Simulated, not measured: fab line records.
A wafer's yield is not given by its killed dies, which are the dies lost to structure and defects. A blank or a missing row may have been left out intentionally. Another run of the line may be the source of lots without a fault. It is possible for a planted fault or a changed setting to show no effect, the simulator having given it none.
Struck lot and sound lot, side by side | flow nand-harc | 15 out of 1302 route steps
Sound: wafers L541.1, L541.2, L541.5. Struck: wafer L546.5 (left out: L546.1, L546.3 of the same lot, which were not struck); the cause appears at the end.
For every step that has rows: the tool of each side, followed by ch and its chambers, followed by its first start. Under that, the readings that differ: sound wafers | struck wafers | difference of the means | sigmas: that difference in standard deviations of wafers without a fault.
alike: same words and numbers on both sides, and readings whose means sit less than 2 such deviations apart. not compared: any withheld reading, any reading some wafer has no value for, any bound like >300 that may hide the same value, and any number with overlapping values for which the record gives no deviation.
A row with sigmas, a row that says differs or no value, or rows on one side alone: a step with any of these is where the two part. Numbers that have no deviation but don't overlap get no sigmas and don't part them. A reading that every wafer of one side lacks parts them only if that side has two wafers or more.

first, 8 steps without rows for these wafers: NHARC_A_M1_HMDS_02 (time 30 s); NHARC_A_M1_COAT_34 (time 65 s); NHARC_A_M1_COAT_03 (resist thk 90 nm); NHARC_A_M1_SOFTBAKE_04 (time 55 s); NHARC_A_M1_EBR_05; NHARC_A_M1_EXPOSE_06 (exposes mask A M1, target cd 120 nm); NHARC_A_M1_PEB_07 (peb time 65 s); NHARC_A_M1_DEVELOP_08 (develop time 35 s).
NHARC_A_M1_CD_MEAS_09: target cd 120 nm.
  sound on cd-sem-01 ch 0, day 25 16:49; struck on cd-sem-02 ch 0, day 27 21:12
  alike: cd-nm
NHARC_A_M1_OVL_MEAS_10: pitch 240 nm.
  sound on overlay-02, day 25 16:54; struck on overlay-02, day 27 21:17
  alike: overlay-x-nm, overlay-y-nm
NHARC_A_M1_INSPECT_11:
  sound on defect-inspect-02, day 25 16:56; struck on defect-inspect-01, day 27 21:19
  reading          | sound       | struck | difference | sigmas
  raw-defect-count | 106 120 134 | 35     | -85        | -2
NHARC_A_M1_DESCUM_14: chemistry O2, time 3 s.
  sound on rie-diel-05 ch 0,1,3, day 25 17:01; struck on rie-diel-05 ch 0, day 27 21:23
  alike: drypump-motor-current-A, oes-product-au, rf-vpp-V, showerhead-plenum-p-Torr, throttle-valve-pct
  not compared: rf-hours-counter-h
NHARC_A_M1_ETCH_35: etches the open film in N2/H2, target depth 40 nm, overetch 12 nm, time 43.94 s.
  sound on rie-diel-05 ch 2,3, day 25 17:05; struck on rie-diel-05 ch 0, day 27 21:28
  reading          | sound          | struck | difference | sigmas
  run-length-s (s) | 65.1 65.1 64.9 | 54.4   | -10.6      | -22
  alike: drypump-motor-current-A, oes-product-au, rf-vpp-V, showerhead-plenum-p-Torr, throttle-valve-pct
  not compared: rf-hours-counter-h
NHARC_A_M1_ETCH_15: etches the open film in C4F8/Ar, target depth 182.5 nm, time 91.2 s.
  sound: rie-diel-05 ch 0,3; struck: rie-diel-05 ch 0
  alike: oes-product-au, rf-vpp-V, run-length-s
  not compared: rf-hours-counter-h
NHARC_END_SORT_01:
  sound on prober-02 ch 0, day 27 07:42; struck on prober-01 ch 0, day 29 16:26
  reading                  | sound          | struck | difference | sigmas
  defect-limited-yield (%) | 90.4 86.4 90.1 | 95.3   | +6.3       | +2
  killed-at-array          | 60 85 60       | 32     | -36        | -2
  killed-dies              | 65 92 67       | 32     | -43        | -2
  sort_bin_4_pct (%)       | 5.6 7.4 5.9    | 2.8    | -3.5       | -2
  sort-n-pass              | 612 585 610    | 645    | +43        | +2
  sort-rim-yield-pct (%)   | 84 91 83       | 95     | +9         | +2
  sort-yield-pct (%)       | 90.4 86.4 90.1 | 95.3   | +6.3       | +2
  alike: killed-at-other, killed-at-periphery, killed-open, killed-short, sort_bin_2_pct, sort_bin_3_pct

WHERE THEY PART
First at NHARC_A_M1_INSPECT_11; last, within this record, at NHARC_END_SORT_01.

WHY: what the simulator had put in
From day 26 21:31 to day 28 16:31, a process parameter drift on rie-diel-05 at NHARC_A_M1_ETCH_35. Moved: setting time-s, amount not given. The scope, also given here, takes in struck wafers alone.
